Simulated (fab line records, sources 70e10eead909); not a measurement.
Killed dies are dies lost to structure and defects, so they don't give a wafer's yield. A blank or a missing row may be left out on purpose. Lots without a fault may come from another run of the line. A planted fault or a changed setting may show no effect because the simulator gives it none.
Chamber matching | flow nand_harc | NHARC_A_STAIRCASE_DESCUM_443 on rie_diel-13: 4 sister chambers
The step chemistry O2, time 3 s. 22 wafers are shown with their chamber, then 11 later ones without.

WAFERS WITH THEIR CHAMBER
wafer  | chamber | drypump_motor_current_A (A) | showerhead_plenum_p_Torr (Torr) | oes_product_au (a.u.)
L076.1 | 2       | 5.4                         | 1.83                            | 0.992
L076.3 | 3       | 5.9                         | 2.07                            | 1.003
L076.4 | 1       | 6.5                         | 2.07                            | 1.002
L076.2 | 0       | 5.9                         | 2.03                            | 1.002
L076.5 | 3       | 5.9                         | 2.07                            | 1.007
L076.6 | 2       | 5.4                         | 1.83                            | 0.986
L077.2 | 3       | 5.9                         | 2.06                            | 1.007
L077.5 | 1       | 6.5                         | 2.07                            | 1.003
L077.6 | 2       | 5.4                         | 1.83                            | 0.978
L080.1 | 2       | 5.4                         | 1.83                            | 0.993
L080.4 | 0       | 5.9                         | 2.02                            | 1.000
L080.6 | 0       | 5.9                         | 2.02                            | 0.998
L084.1 | 1       | 6.5                         | 2.06                            | 0.985
L084.2 | 0       | 5.9                         | 2.02                            | 1.000
L084.4 | 3       | 5.9                         | 2.06                            | 0.996
L086.1 | 3       | 5.9                         | 2.05                            | 1.004
L086.2 | 0       | 5.9                         | 2.02                            | 1.009
L086.5 | 0       | 5.9                         | 2.02                            | 1.014
L088.1 | 0       | 5.9                         | 2.02                            | 1.005
L088.2 | 3       | 5.8                         | 2.05                            | 1.006
L088.3 | 1       | 6.5                         | 2.05                            | 1.000
L089.1 | 1       | 6.5                         | 2.05                            | 0.984

SIGNATURES (means of the wafers above)
reading                  | chamber 0 | chamber 1 | chamber 2 | chamber 3 | scatter within a chamber
drypump_motor_current_A  | 5.900     | 6.500     | 5.400     | 5.883     | 0.0215
showerhead_plenum_p_Torr | 2.0214    | 2.0600    | 1.8300    | 2.0600    | 0.00701
oes_product_au           | 1.00400   | 0.99480   | 0.98725   | 1.00383   | 0.00661
Rule: a wafer's distance from a chamber is the root of the sum, over the readings, of the square of ((its reading less the chamber's mean) divided by the reading's scatter). The wafer belongs to the nearest chamber; if the next one is less than 2 further off, it can't be placed. The scatter: the root of (the sum of the squares of (reading less its chamber's mean) over the shown wafers, divided by (wafers less chambers)).

WAFERS WITHOUT THEIR CHAMBER
wafer  | drypump_motor_current_A (A) | showerhead_plenum_p_Torr (Torr) | oes_product_au (a.u.)
L089.4 | 5.9                         | 2.01                            | 1.001
L089.6 | 5.9                         | 2.01                            | 1.012
L089.2 | 5.4                         | 1.82                            | 0.980
L089.3 | 5.8                         | 2.05                            | 1.013
L089.5 | 6.5                         | 2.05                            | 0.981
L093.3 | 5.9                         | 2.04                            | 1.002
L093.4 | 5.9                         | 2.01                            | 1.010
L093.5 | 5.9                         | 2.01                            | 1.004
L095.1 | 6.5                         | 2.05                            | 0.986
L095.2 | 5.4                         | 1.81                            | 0.981
L095.3 | 5.9                         | 2.01                            | 1.011

WHICH CHAMBER EACH WENT THROUGH
wafer  | from the rows above     | in truth
L089.4 | 0                       | 0
L089.6 | 0                       | 0
L089.2 | 2                       | 2
L089.3 | can't be placed: 3 or 0 | 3
L089.5 | 1                       | 1
L093.3 | can't be placed: 0 or 3 | 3
L093.4 | 0                       | 0
L093.5 | 0                       | 0
L095.1 | 1                       | 1
L095.2 | 2                       | 2
L095.3 | 0                       | 0
Placed correctly: 9 of 11. Can't be placed from these rows: 2 (the true chamber is among the candidates in 2). Placed wrongly: 0.
